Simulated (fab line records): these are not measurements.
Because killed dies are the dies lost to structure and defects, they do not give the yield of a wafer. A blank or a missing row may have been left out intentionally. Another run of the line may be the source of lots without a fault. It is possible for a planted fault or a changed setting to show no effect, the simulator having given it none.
Chamber matching / flow nandHarc / 4 sister chambers for NHARC_THIN_TSV_ETCH_15 on rieSi-04
The step target depth 3000 nm, bosch target overetch cycles 2, bosch etch step 2.8 s. 8 wafers are shown with their chamber, then 12 later ones without.

== WAFERS PAIRED WITH THEIR CHAMBERS ==
wafer=L082.2; chamber=2; drypumpMotorCurrentA (A)=4.7; heBacksideLeakSccm (sccm)=2.48
wafer=L088.6; chamber=2; drypumpMotorCurrentA (A)=4.7; heBacksideLeakSccm (sccm)=2.52
wafer=L084.2; chamber=0; drypumpMotorCurrentA (A)=4.6; heBacksideLeakSccm (sccm)=3.03
wafer=L084.4; chamber=1; drypumpMotorCurrentA (A)=5.9; heBacksideLeakSccm (sccm)=2.74
wafer=L084.6; chamber=3; drypumpMotorCurrentA (A)=5.5; heBacksideLeakSccm (sccm)=3.02
wafer=L086.1; chamber=1; drypumpMotorCurrentA (A)=6.0; heBacksideLeakSccm (sccm)=2.83
wafer=L086.4; chamber=3; drypumpMotorCurrentA (A)=5.5; heBacksideLeakSccm (sccm)=2.80
wafer=L086.5; chamber=0; drypumpMotorCurrentA (A)=4.6; heBacksideLeakSccm (sccm)=3.10

== WAFERS WITHOUT THEIR CHAMBER ==
wafer=L090.1; drypumpMotorCurrentA (A)=5.9; heBacksideLeakSccm (sccm)=2.83
wafer=L090.2; drypumpMotorCurrentA (A)=5.6; heBacksideLeakSccm (sccm)=2.77
wafer=L090.4; drypumpMotorCurrentA (A)=4.6; heBacksideLeakSccm (sccm)=2.94
wafer=L091.2; drypumpMotorCurrentA (A)=4.6; heBacksideLeakSccm (sccm)=3.05
wafer=L091.3; drypumpMotorCurrentA (A)=4.7; heBacksideLeakSccm (sccm)=2.49
wafer=L091.6; drypumpMotorCurrentA (A)=4.6; heBacksideLeakSccm (sccm)=2.75
wafer=L095.3; drypumpMotorCurrentA (A)=5.6; heBacksideLeakSccm (sccm)=2.73
wafer=L095.5; drypumpMotorCurrentA (A)=5.6; heBacksideLeakSccm (sccm)=2.84
wafer=L095.6; drypumpMotorCurrentA (A)=4.7; heBacksideLeakSccm (sccm)=2.99
wafer=L096.1; drypumpMotorCurrentA (A)=5.5; heBacksideLeakSccm (sccm)=3.00
wafer=L096.2; drypumpMotorCurrentA (A)=4.6; heBacksideLeakSccm (sccm)=2.93
wafer=L096.4; drypumpMotorCurrentA (A)=5.9; heBacksideLeakSccm (sccm)=2.67

== WHICH CHAMBER EACH ONE RAN IN ==
wafer=L090.1; from the rows above=1; in truth=1
wafer=L090.2; from the rows above=3; in truth=3
wafer=L090.4; from the rows above=0; in truth=0
wafer=L091.2; from the rows above=0; in truth=0
wafer=L091.3; from the rows above=2; in truth=2
wafer=L091.6; from the rows above=can't be placed: 0 or 2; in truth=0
wafer=L095.3; from the rows above=3; in truth=3
wafer=L095.5; from the rows above=3; in truth=3
wafer=L095.6; from the rows above=0; in truth=0
wafer=L096.1; from the rows above=3; in truth=3
wafer=L096.2; from the rows above=0; in truth=0
wafer=L096.4; from the rows above=1; in truth=1
Correct placement for 11 of the 12. Not placeable from these rows: 1 (in 1, the candidates include the true chamber). Wrongly placed: 0.
How it was worked out, from the rows above alone: a wafer's distance from a chamber is the root of the sum, over the readings, of the square of ((its reading less the chamber's mean) divided by the reading's scatter). If the next closest chamber is less than 2 further off than the closest, the wafer can't be placed; otherwise it belongs to the closest. A chamber's mean is the mean of its shown wafers. How the scatter is found: for the shown wafers, subtract from each reading the mean of its chamber, square and add these, divide the total by (wafers less chambers), then take the root.
